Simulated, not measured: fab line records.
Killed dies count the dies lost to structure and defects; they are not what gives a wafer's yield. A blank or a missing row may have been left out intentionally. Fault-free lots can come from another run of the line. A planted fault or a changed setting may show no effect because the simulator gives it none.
fab line records ; flow n5-finfet
[record] lots = 4; wafers = 12; last-day = 16
route steps=1938 shown BEOL_M4@1099 BEOL_M5@1112 BEOL_M9@1439 PASSIVATION@1936
lots that met no fault: from a run of the same line without faults
start-h: hours from the record's first day to the start of the lot's first wafer shown ; wait-h: time in hours since the lot's previous step ; " the same as in the row above ; L1.1+2: a row that stands for several wafers ; - no value, or no start given ; * or withheld: withheld ; < > ~ a bound
route shown NAME@n: a module of which the file shows steps, and the number in the route of the first ; usual: mean/standard deviation of fault-free wafers ; same: alike in all rows ; chamber/n: place in a boat ; sites: readings site by site ; _std_site: standard deviation of those values ; _edge_site: outer sites' mean less inner sites' ; radius-mm: for every site, how far away it sits from the centre of the wafer ; mask NAME#n: copy n ; behind: the last tool/chamber to shape the wafer ; hold: reason for holding the lot/hours on hold/outcome of the hold ; device: names the non-switching transistor (n, p or np) ; end of line: tests run on the same wafers once the route is complete ; step lacking rows: just its recipe ; killed: at the first sort, the dies lost to defects and structure; wafer yield is something else ; map: a wafer's dies, x killed, . not, _ none there
set.NAME: the setting the step ran with; set.NAME@STEP: the setting that earlier step ran with ; model.NAME: the simulator's own value behind a step, which no gauge read
lots at selected steps of the route; one table per step, one row per wafer
services: a tool's chamber out of use, with start hour (start-h, from the record's first day; less than 0 if before it), hours out, and reason
[[steps]]
[step N5_BEOL_M4_ANNEAL_95]
[recipe] temp-c = 400; time-s = 240; ambient = vacuum
[step N5_BEOL_M4_SPUTTER_96]
[recipe] material = Cu; target-thk-a = 45; temp-c = -20; chamber-pressure-pa = 0.07; power-w = withheld; time-s = 8.29
[step N5_BEOL_M4_ECD_50]
[recipe] material = Cu; target-thk-a = 3000
[step N5_BEOL_M4_ANNEAL_51]
[recipe] temp-c = 225; time-s = 90; ambient = N2
[step N5_BEOL_M4_CMP_52]
[recipe] stop-on = SiOC; t-overpolish-s = 6.8; down-force-psi = 1; platen-rpm = 50; clearing-platen-down-force-psi = 1.5; clearing-platen-rpm = 50; post-cmp-clean = cu-alkaline; target-thk-nm = 40; clearing-platen-pad-velocity-m-s = 0.99484; pad-velocity-m-s = 0.99484
[step N5_BEOL_M4_PRE_CLEAN_60]
[recipe] gas = NH3/H2; time-s = 15; temp-c = *; rf-power-w = 300
[step N5_BEOL_M4_CO_CAP_55]
[recipe] material = Co; target-thk-a = 20; temp-c = 200; precursor = CCTBA/H2; pressure-torr = 30; time-s = 102.1
[step N5_BEOL_M4_PRE_CLEAN_56]
[recipe] gas = NH3; time-s = 15; temp-c = withheld; rf-power-w = 300
[step N5_BEOL_M4_DEP_57]
[recipe] material = SiCN; target-thk-a = 80; temp-c = withheld; precursor = 3MS/NH3; pressure-torr = 3; rf-w = 202; time-s = 14
[step N5_BEOL_M4_RC_MEAS_101]
[usual] DIBL_N = 36.0/2.2; DIBL_P = 35.9/2.6; IOFF_N = 0.16/0.038; IOFF_P = 0.21/0.042; ION_N = 675/15; ION_P = 463/10; SS_N = 71.5/0.62; SS_P = 73.2/0.76; VT_N = 250/4.1; VT_P = -251/3.6
lot.wafer;tool;chamber;start-h;wait-h;DIBL_N[mV/V];DIBL_P[mV/V];IOFF_N[nA/um];IOFF_P[nA/um];ION_N[uA/um];ION_P[uA/um];SS_N[mV/dec];SS_P[mV/dec];VT_N[mV];VT_P[mV]
L831.3;prober-01;0;214.59;0.3;37.3;36.8;0.17;0.23;674;467;72.5;73.3;248;-250
L831.4;prober-01;0;214.59;0.3;34.7;34.1;0.12;0.18;678;471;71.6;73.0;252;-252
L831.6;prober-01;0;214.59;0.3;33.4;33.1;0.12;0.17;682;472;70.7;71.9;252;-253
L832.2;prober-01;0;219.93;0.2;36.3;36.8;0.15;0.20;664;454;71.2;73.4;252;-253
L832.4;prober-01;0;219.93;0.2;34.3;34.1;0.11;0.16;645;447;70.9;72.9;254;-255
L832.6;prober-01;0;219.93;0.2;38.3;38.6;0.19;0.23;676;466;71.9;74.3;251;-250
L834.1;prober-01;0;227.47;0.0;36.2;36.4;0.15;0.18;683;456;71.6;72.8;250;-254
L834.2;prober-01;0;227.47;0.0;38.2;38.9;0.19;0.21;684;456;72.0;73.9;249;-251
L834.6;prober-01;0;227.47;0.0;34.1;33.8;0.13;0.15;679;457;70.7;72.2;251;-256
L843.1;prober-02;0;281.12;0.0;37.3;38.4;0.18;0.23;685;471;70.4;72.5;246;-247
L843.3;prober-02;0;281.12;0.0;38.6;39.5;0.19;0.25;699;479;71.2;73.5;247;-246
L843.6;prober-02;0;281.12;0.0;36.1;37.1;0.14;0.21;680;471;71.4;73.1;250;-251
[step N5_BEOL_M5_ILD_DEP_00]
[recipe] material = SiCOH_lowk; target-thk-a = 1406.4; temp-c = 300; precursor = DEMS/porogen; pressure-torr = 5; rf-w = 500; time-s = 25.9
[step N5_BEOL_M5_CURE_79]
[recipe] temp-c = 385; time-s = 240; ambient = He/Ar; material = SiCOH_lowk
[step N5_BEOL_M5_PECVD_70]
[recipe] material = SiO2; target-thk-a = 160; temp-c = 400; precursor = TEOS/O2; pressure-torr = 5.5; rf-w = 450; teos-flow-sccm = 53.8; gas = O2; flow-sccm = 3000; time-s = 18
[step N5_BEOL_M5_HM_DEP_02]
[recipe] material = TiN; target-thk-a = 200; temp-c = 25; chamber-pressure-pa = 0.49996
[step N5_BEOL_M5_COAT_59]
[recipe] resist = SOC; temp-c = 250; time-s = 60; spin-rpm = 1500; resist-thk-nm = 60
[step N5_BEOL_M5_COAT_60]
[recipe] resist = SiARC; temp-c = 220; time-s = 60; spin-rpm = 1500; resist-thk-nm = 12
[step N5_BEOL_M5_COAT_71]
[recipe] resist = underlayer; temp-c = 205; time-s = 60; spin-rpm = 1500; resist-thk-nm = 5
[step N5_BEOL_M5_COAT_05]
[recipe] resist = CAR-EUV; spin-rpm = 1500; resist-thk-nm = 30
[step N5_BEOL_M5_EBR_07]
[recipe] solvent = PGMEA; ebr-width-mm = 1.5
[step N5_BEOL_M5_SOFTBAKE_06]
[recipe] temp-c = 110; time-s = 60; resist = CAR-EUV
[step N5_BEOL_M5_EXPOSE_08]
[recipe] mask-id = M5; na = 0.33; source-shape = annular; sigma-inner = 0.4; sigma-outer = 0.8; polarization = unpolarized; target-cd-nm = 28; dose-mj = 35.75
[step N5_BEOL_M5_PEB_09]
[recipe] peb-temp-c = 100; peb-time-s = 60; resist = CAR-EUV
[step N5_BEOL_M5_DEVELOP_10]
[recipe] develop-time-s = 30; developer = TMAH; resist = CAR-EUV; rinse-liquid = surfactant-rinse; dry = air-spin; dev-temp-c = 23
[step N5_BEOL_M5_DESCUM_16]
[recipe] chemistry = O2; time-s = 7; source-power-w = 50; bias-power-w = 20; pressure-mtorr = 20; rf-frequency-hz = 2.712e+07; temp-c = 40; resist = CAR-EUV; o2-flow-sccm = 225
[step N5_BEOL_M5_ETCH_72]
[recipe] chemistry = N2/H2; target = underlayer; target-depth-a = 65; mask-material = CAR-EUV; time-s = 5.2; ion-energy-ev = 200; pressure-mtorr = 30; source-w = 840; bias-w = 150; n2-flow-sccm = 200; h2-flow-sccm = 200; ends = cleared
[step N5_BEOL_M5_ETCH_61]
[recipe] chemistry = CF4; target = SiARC; target-depth-a = 156; mask-material = CAR-EUV; time-s = 26; ion-energy-ev = 80; pressure-mtorr = 40; source-w = 545; bias-w = 36; Ar_flow_sccm = 100; cf4-flow-sccm = 100; ends = cleared
[step N5_BEOL_M5_ETCH_62]
[recipe] chemistry = N2/H2; target = SOC; target-depth-a = 750; overetch-a = 150; mask-material = SiARC; temp-c = 40; time-s = 112.5; ion-energy-ev = 200; pressure-mtorr = 30; source-w = 840; bias-w = 150; n2-flow-sccm = 200; h2-flow-sccm = 200
[step N5_BEOL_M5_STRIP_63]
[recipe] chemistry = N2/H2; temp-c = 40; n2-flow-sccm = 200; h2-flow-sccm = 200; rf-frequency-hz = 6e+07
[step N5_BEOL_M5_STRIP_73]
[recipe] chemistry = N2/H2; temp-c = 40; n2-flow-sccm = 200; h2-flow-sccm = 200; rf-frequency-hz = 6e+07
[step N5_BEOL_M5_STRIP_64]
[recipe] chemistry = CF4; resist = SiARC; power-w = 300; bias-power-w = 75; pressure-mtorr = 50; cf4-flow-sccm = 150; rf-frequency-hz = 6e+07
[step N5_BEOL_M5_HM_OPEN_17]
[recipe] chemistry = Cl2/BCl3; target-depth-a = 200; overetch-a = 60; target = TiN; mask-material = SOC; ion-energy-ev = 150; pressure-mtorr = 10; icp-w = 1000; bias-w = 126; Cl2_flow_sccm = 53.25; bcl3-flow-sccm = 21.75; Ar_flow_sccm = 25
[step N5_BEOL_M5_STRIP_19]
[recipe] chemistry = O2; power-w = 400; temp-c = 40; pressure-mtorr = 30; rf-frequency-hz = 6e+07; bias-power-w = 0; overash-fraction = 0.2; o2-flow-sccm = 225
[step N5_BEOL_M5_COAT_65]
[recipe] resist = SOC; temp-c = 250; time-s = 60; spin-rpm = 1500; resist-thk-nm = 60
[step N5_BEOL_M5_COAT_66]
[recipe] resist = SiARC; temp-c = 220; time-s = 60; spin-rpm = 1500; resist-thk-nm = 12
[step N5_BEOL_M9_ETCH_65]
[recipe] chemistry = CF4; target = SiARC; target-depth-a = 156; mask-material = CAR-EUV; time-s = 26; ion-energy-ev = 80; pressure-mtorr = 40; source-w = 545; bias-w = 36; Ar_flow_sccm = 100; cf4-flow-sccm = 100; ends = cleared
[usual] bias-w = 36.01/0.1; cf4-flow-sccm = 100.06/0.29; drypump-motor-current-A = 5.8/0.48; etch-rf-on-time-s = 25.8/0.63; oes-product-au = 0.67/0.06; rf-vpp-V = 183.8/0.96; showerhead-plenum-p-Torr = 2.12/0.045; throttle-valve-pct = 15.54/0.23
lot.wafer;tool;chamber;start-h;wait-h;bias-w;cf4-flow-sccm;drypump-motor-current-A;etch-rf-on-time-s;oes-product-au;rf-hours-counter-h;rf-vpp-V;showerhead-plenum-p-Torr;throttle-valve-pct;model.CAR-EUV_of_BEOL_M9_COAT_22.thk-nm
L831.3;rie-diel-03;0;261.22;0.0;-;-;-;-;-;-;-;-;-;20.4
L831.4;rie-diel-03;3;261.22;0.0;-;-;-;-;-;-;-;-;-;20.2
L831.6;rie-diel-03;1;261.22;0.0;-;-;-;-;-;-;-;-;-;20.4
L832.2;rie-diel-05;3;265.53;0.0;-;-;-;-;-;-;-;-;-;20.2
L832.4;rie-diel-05;1;265.53;0.0;-;-;-;-;-;-;-;-;-;20.2
L832.6;rie-diel-05;3;265.53;0.0;-;-;-;-;-;-;-;-;-;20.4
L834.1;rie-diel-02;2;278.13;0.0;36.00;100.01;6.4;27.0;0.58;191;184.5;2.13;15.83;11
L834.2;rie-diel-02;0;278.13;0.0;35.89;99.76;5.4;25.0;0.74;76;184.2;2.08;15.07;11
L834.6;rie-diel-02;1;278.13;0.0;35.99;100.43;5.7;26.0;0.66;-;183.0;2.06;15.47;11
L843.1;rie-diel-03;1;333.95;0.0;36.06;100.47;4.8;25.3;0.72;64;183.8;2.17;15.49;11.2
L843.3;rie-diel-03;0;333.95;0.0;36.05;100.17;5.3;25.6;0.67;129;183.4;2.06;15.56;11.2
L843.6;rie-diel-03;1;333.95;0.0;36.03;99.73;4.8;25.3;0.72;-;182.9;2.17;15.48;11.2
[step N5_BEOL_M9_ETCH_66]
[recipe] chemistry = N2/H2; target = SOC; target-depth-a = 800; overetch-a = 160; mask-material = SiARC; temp-c = 40; time-s = 120; ion-energy-ev = 200; pressure-mtorr = 30; source-w = 840; bias-w = 150; n2-flow-sccm = 200; h2-flow-sccm = 200
[usual] bias-w = 150.0/0.48; chamber-pressure-mTorr = 29.998/0.028; drypump-motor-current-A = 5.8/0.48; oes-product-au = 0.60/0.048; rf-vpp-V = 523.2/1.9; showerhead-plenum-p-Torr = 2.52/0.052; temp-c = 39.99/0.1; throttle-valve-pct = 17.79/0.26
lot.wafer;tool;chamber;start-h;wait-h;bias-w;chamber-pressure-mTorr;drypump-motor-current-A;oes-product-au;rf-hours-counter-h;rf-vpp-V;showerhead-plenum-p-Torr;temp-c;throttle-valve-pct
L831.3;rie-diel-03;0;261.25;0.0;150.7;30.004;5.4;0.30;103;522.6;2.46;39.92;17.78
L831.4;rie-diel-03;3;261.25;0.0;150.0;29.992;6.7;0.30;113;523.3;2.56;40.00;17.64
L831.6;rie-diel-03;1;261.25;0.0;150.8;29.972;4.8;0.31;-;526.8;2.60;39.75;17.61
L832.2;rie-diel-05;3;265.56;0.0;150.0;30.012;6.4;0.30;109;521.7;2.47;39.97;18.14
L832.4;rie-diel-05;1;265.56;0.0;149.7;30.003;5.7;0.27;189;527.1;2.61;39.99;17.56
L832.6;rie-diel-05;3;265.56;0.0;150.4;29.986;6.4;0.30;-;520.7;2.47;40.15;18.13
L834.1;rie-diel-02;2;278.15;0.0;149.8;30.029;6.4;0.54;191;523.7;2.51;40.13;17.87
L834.2;rie-diel-02;0;278.15;0.0;149.7;29.964;5.4;0.65;76;522.0;2.49;40.02;17.48
L834.6;rie-diel-02;1;278.15;0.0;149.9;30.058;5.7;0.59;-;520.4;2.44;39.94;17.82
L843.1;rie-diel-03;1;333.98;0.0;150.2;29.993;4.8;0.63;64;526.4;2.59;40.01;17.70
L843.3;rie-diel-03;0;333.98;0.0;150.9;30.000;5.3;0.60;129;522.0;2.45;40.13;17.87
L843.6;rie-diel-03;1;333.98;0.0;150.0;29.976;4.8;0.63;-;525.8;2.59;39.97;17.70
[step N5_PASSIVATION_PROBE_49]
[usual] defect-limited-yield = 91.4/1.6; killed_at_M0_to_M3 = 35/10; killed_at_M4_up = 12/4.7; killed-at-contacts = 12/5.8; killed-at-front-end = 38/12; killed-at-other = 4/3.2; killed-dies = 102/18; killed-on-rim = 13/4.2; killed-open = 68/14; killed-short = 32/8; sort_bin_5_function = 5.1/0.96; sort_bin_6_memory = 3.2/0.77; sort-n-pass = 1078/20; sort-yield-pct = 91.3/1.7
[same] gross-dies = 1180; killed-at-back-side = 0; sort_bin_4_leakage[%] = 0; sort_bin_8_speed[%] = 0
lot.wafer;tool;chamber;start-h;wait-h;defect-limited-yield[%];killed_at_M0_to_M3;killed_at_M4_up;killed-at-contacts;killed-at-front-end;killed-at-other;killed-dies;killed-on-rim;killed-open;killed-short;sort_bin_5_function[%];sort_bin_6_memory[%];sort-n-pass;sort-yield-pct[%]
L832.2;prober-02;-;325.64;0.1;0;40;1040;30;69;1;1180;152;100;46;95.8;3.7;0;0
L832.4;prober-02;-;325.74;0.2;0;33;1098;7;38;4;1180;152;62;31;96.8;2.9;0;0
L832.6;prober-02;-;325.84;0.3;0;47;1083;12;33;5;1180;152;73;37;96.0;3.8;0;0
L831.3;prober-01;-;327.68;0.1;0;43;1099;12;23;3;1180;152;55;34;97.5;2.4;0;0
L831.4;prober-01;-;327.73;0.2;0;38;1098;6;33;5;1180;152;66;27;96.7;3.2;0;0
L831.6;prober-01;-;327.83;0.3;0;25;1095;13;44;3;1180;152;59;36;96.6;3.2;0;0
L834.1;prober-02;-;336.95;0.0;91.3;42;8;24;25;4;103;15;77;26;5.6;2.8;1077;91.3
// killed by level:class
L832.2 BEOL_M9:area-etch=1034 STI_FIN_REVEAL:geometric-particle:open=28 MOL_CONTACT_COAG:geometric-particle:open=26 BEOL_M0_SAQP:geometric-particle:short=12 FIN_SAQP:geometric-particle:short=10 FIN_SAQP:geometric-particle:open=9 BEOL_M0_SAQP:geometric-particle:open=9 BEOL_M3:geometric-particle:open=8
L832.4 BEOL_M9:area-etch=1087 STI_FIN_REVEAL:geometric-particle:open=14 BEOL_M0_SAQP:geometric-particle:short=10 BEOL_M3:geometric-particle:open=8 BEOL_M0_SAQP:geometric-particle:open=7 FIN_SAQP:geometric-particle:short=6 MOL_CONTACT_COAG:geometric-particle:open=6 BEOL_M2:geometric-particle:open=5
L832.6 BEOL_M9:area-etch=1070 BEOL_M0_SAQP:geometric-particle:open=16 BEOL_M0_SAQP:geometric-particle:short=15 STI_FIN_REVEAL:geometric-particle:open=13 MOL_CONTACT_COAG:geometric-particle:open=8 BEOL_M3:geometric-particle:open=8 STARTING-WAFER:geometric-particle:open=5 FIN_SAQP:geometric-particle:open=4
L831.3 BEOL_M9:area-etch=1091 BEOL_M0_SAQP:geometric-particle:open=14 BEOL_M3:geometric-particle:open=10 MOL_CONTACT_COAG:geometric-particle:open=9 BEOL_M0_SAQP:geometric-particle:short=9 DUMMY_GATE:geometric-particle:open=6 STARTING-WAFER:geometric-particle:short=6 BEOL_M1:geometric-particle:short=4
L831.4 BEOL_M9:area-etch=1086 BEOL_M3:geometric-particle:open=13 STI_FIN_REVEAL:geometric-particle:open=8 BEOL_M0_SAQP:geometric-particle:short=7 BEOL_M0_SAQP:geometric-particle:open=7 BEOL_M1:geometric-particle:open=7 DUMMY_GATE:geometric-particle:open=5 GATE_CUT:geometric-particle:short=5
L831.6 BEOL_M9:area-etch=1085 MOL_CONTACT_COAG:geometric-particle:open=10 GATE_CUT:geometric-particle:open=8 FIN_SAQP:geometric-particle:short=6 BEOL_M2:geometric-particle:open=6 GATE_CUT:geometric-particle:short=5 BEOL_M4:geometric-particle:open=5 STI_FIN_REVEAL:geometric-particle:open=4
L834.1 MOL_CONTACT_COAG:geometric-particle:open=20 BEOL_M1:geometric-particle:open=13 BEOL_M0_SAQP:geometric-particle:short=10 BEOL_M0_SAQP:geometric-particle:open=10 FIN_SAQP:geometric-particle:open=7 ILD0:geometric-particle:open=5 MOL_CONTACT_COAG:geometric-particle:short=4 BEOL_M3:geometric-particle:open=4
// map L831.3 (x killed, . not)
_________________xxxxxxxxxxxx________________
______________xxxxxxxxxxxxxxxxxx_____________
___________xxxxxxxxxxxxxxxxxxxxxxxx__________
__________xxxxxxxxxxxxxxxxxxxxxxxxxx_________
________xxxxxxxxxxxxxxxxxxxxxxxxxxxxxx_______
_______xxxxxxxxxxxxxxxxxxxxxxxxxxxxxxxx______
______xxxxxxxxxxxxxxxxxxxxxxxxxxxxxxxxxx_____
_____xxxxxxxxxxxxxxxxxxxxxxxxxxxxxxxxxxxx____
____xxxxxxxxxxxxxxxxxxxxxxxxxxxxxxxxxxxxxx___
___xxxxxxxxxxxxxxxxxxxxxxxxxxxxxxxxxxxxxxxx__
___xxxxxxxxxxxxxxxxxxxxxxxxxxxxxxxxxxxxxxxx__
__xxxxxxxxxxxxxxxxxxxxxxxxxxxxxxxxxxxxxxxxxx_
__xxxxxxxxxxxxxxxxxxxxxxxxxxxxxxxxxxxxxxxxxx_
_xxxxxxxxxxxxxxxxxxxxxxxxxxxxxxxxxxxxxxxxxxxx
_xxxxxxxxxxxxxxxxxxxxxxxxxxxxxxxxxxxxxxxxxxxx
_xxxxxxxxxxxxxxxxxxxxxxxxxxxxxxxxxxxxxxxxxxxx
_xxxxxxxxxxxxxxxxxxxxxxxxxxxxxxxxxxxxxxxxxxxx
_xxxxxxxxxxxxxxxxxxxxxxxxxxxxxxxxxxxxxxxxxxxx
_xxxxxxxxxxxxxxxxxxxxxxxxxxxxxxxxxxxxxxxxxxxx
_xxxxxxxxxxxxxxxxxxxxxxxxxxxxxxxxxxxxxxxxxxxx
_xxxxxxxxxxxxxxxxxxxxxxxxxxxxxxxxxxxxxxxxxxxx
__xxxxxxxxxxxxxxxxxxxxxxxxxxxxxxxxxxxxxxxxxx_
__xxxxxxxxxxxxxxxxxxxxxxxxxxxxxxxxxxxxxxxxxx_
___xxxxxxxxxxxxxxxxxxxxxxxxxxxxxxxxxxxxxxxx__
___xxxxxxxxxxxxxxxxxxxxxxxxxxxxxxxxxxxxxxxx__
____xxxxxxxxxxxxxxxxxxxxxxxxxxxxxxxxxxxxxx___
_____xxxxxxxxxxxxxxxxxxxxxxxxxxxxxxxxxxxx____
______xxxxxxxxxxxxxxxxxxxxxxxxxxxxxxxxxx_____
_______xxxxxxxxxxxxxxxxxxxxxxxxxxxxxxxx______
________xxxxxxxxxxxxxxxxxxxxxxxxxxxxxx_______
__________xxxxxxxxxxxxxxxxxxxxxxxxxx_________
___________xxxxxxxxxxxxxxxxxxxxxxxx__________
______________xxxxxxxxxxxxxxxxxx_____________
_________________xxxxxxxxxxxx________________
// map L832.2 (x killed, . not)
_________________xxxxxxxxxxxx________________
______________xxxxxxxxxxxxxxxxxx_____________
___________xxxxxxxxxxxxxxxxxxxxxxxx__________
__________xxxxxxxxxxxxxxxxxxxxxxxxxx_________
________xxxxxxxxxxxxxxxxxxxxxxxxxxxxxx_______
_______xxxxxxxxxxxxxxxxxxxxxxxxxxxxxxxx______
______xxxxxxxxxxxxxxxxxxxxxxxxxxxxxxxxxx_____
_____xxxxxxxxxxxxxxxxxxxxxxxxxxxxxxxxxxxx____
____xxxxxxxxxxxxxxxxxxxxxxxxxxxxxxxxxxxxxx___
___xxxxxxxxxxxxxxxxxxxxxxxxxxxxxxxxxxxxxxxx__
___xxxxxxxxxxxxxxxxxxxxxxxxxxxxxxxxxxxxxxxx__
__xxxxxxxxxxxxxxxxxxxxxxxxxxxxxxxxxxxxxxxxxx_
__xxxxxxxxxxxxxxxxxxxxxxxxxxxxxxxxxxxxxxxxxx_
_xxxxxxxxxxxxxxxxxxxxxxxxxxxxxxxxxxxxxxxxxxxx
_xxxxxxxxxxxxxxxxxxxxxxxxxxxxxxxxxxxxxxxxxxxx
_xxxxxxxxxxxxxxxxxxxxxxxxxxxxxxxxxxxxxxxxxxxx
_xxxxxxxxxxxxxxxxxxxxxxxxxxxxxxxxxxxxxxxxxxxx
_xxxxxxxxxxxxxxxxxxxxxxxxxxxxxxxxxxxxxxxxxxxx
_xxxxxxxxxxxxxxxxxxxxxxxxxxxxxxxxxxxxxxxxxxxx
_xxxxxxxxxxxxxxxxxxxxxxxxxxxxxxxxxxxxxxxxxxxx
_xxxxxxxxxxxxxxxxxxxxxxxxxxxxxxxxxxxxxxxxxxxx
__xxxxxxxxxxxxxxxxxxxxxxxxxxxxxxxxxxxxxxxxxx_
__xxxxxxxxxxxxxxxxxxxxxxxxxxxxxxxxxxxxxxxxxx_
___xxxxxxxxxxxxxxxxxxxxxxxxxxxxxxxxxxxxxxxx__
___xxxxxxxxxxxxxxxxxxxxxxxxxxxxxxxxxxxxxxxx__
____xxxxxxxxxxxxxxxxxxxxxxxxxxxxxxxxxxxxxx___
_____xxxxxxxxxxxxxxxxxxxxxxxxxxxxxxxxxxxx____
______xxxxxxxxxxxxxxxxxxxxxxxxxxxxxxxxxx_____
_______xxxxxxxxxxxxxxxxxxxxxxxxxxxxxxxx______
________xxxxxxxxxxxxxxxxxxxxxxxxxxxxxx_______
__________xxxxxxxxxxxxxxxxxxxxxxxxxx_________
___________xxxxxxxxxxxxxxxxxxxxxxxx__________
______________xxxxxxxxxxxxxxxxxx_____________
_________________xxxxxxxxxxxx________________
[[services]]
tool;chamber;start-h;hours;kind
rie-diel-02;-;249.58;2.8;pm
rie-diel-03;2;261.75;-;clean
rie-diel-03;2;261.75;-;consumable-replace:focus-ring
rie-diel-03;2;261.75;24.2;scheduled-down
rie-diel-03;2;261.75;24.2;vent-cycle
rie-diel-05;0;269.66;-;clean
rie-diel-05;0;269.66;-;consumable-replace:focus-ring
rie-diel-05;0;269.66;24.8;scheduled-down
rie-diel-05;0;269.66;24.8;vent-cycle
[[key]]
[first-sign] step = N5_BEOL_M9_ETCH_65; reading = tool-record; direction = missing
[effect] step = N5_BEOL_M9_ETCH_66; reading = oes-product-au; direction = down; sigmas = 6.3; usual = 0.60; struck = 0.30
[effect] step = N5_PASSIVATION_PROBE_49; reading = killed_at_M4_up; direction = up; sigmas = 99+; usual = 12; struck = 1086
[model-effect] step = N5_BEOL_M9_ETCH_65; value = CAR-EUV_of_BEOL_M9_COAT_22.thk-nm; without = 11.1; struck = 20.3
[more-kills-born-at] N5_BEOL_M9_ETCH_65@rie-diel-03 = 3262; N5_BEOL_M9_ETCH_65@rie-diel-05 = 3191
met-at N5_BEOL_M9_ETCH_65
struck-wafers L831.3,L831.4,L831.6,L832.2,L832.4,L832.6
later-rows-left-out L831.3,L831.4,L831.6,L832.2,L832.4,L832.6
[fault] kind = skipped-step-whole; tool = rie-diel-03,rie-diel-05; chamber = -; onset-h = 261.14; steps = N5_BEOL_M9_ETCH_65; scope = struck-lots-only
// later-rows-left-out: the simulator's readings of these wafers behind a module that went badly wrong aren't trusted and aren't shown, but for the sort
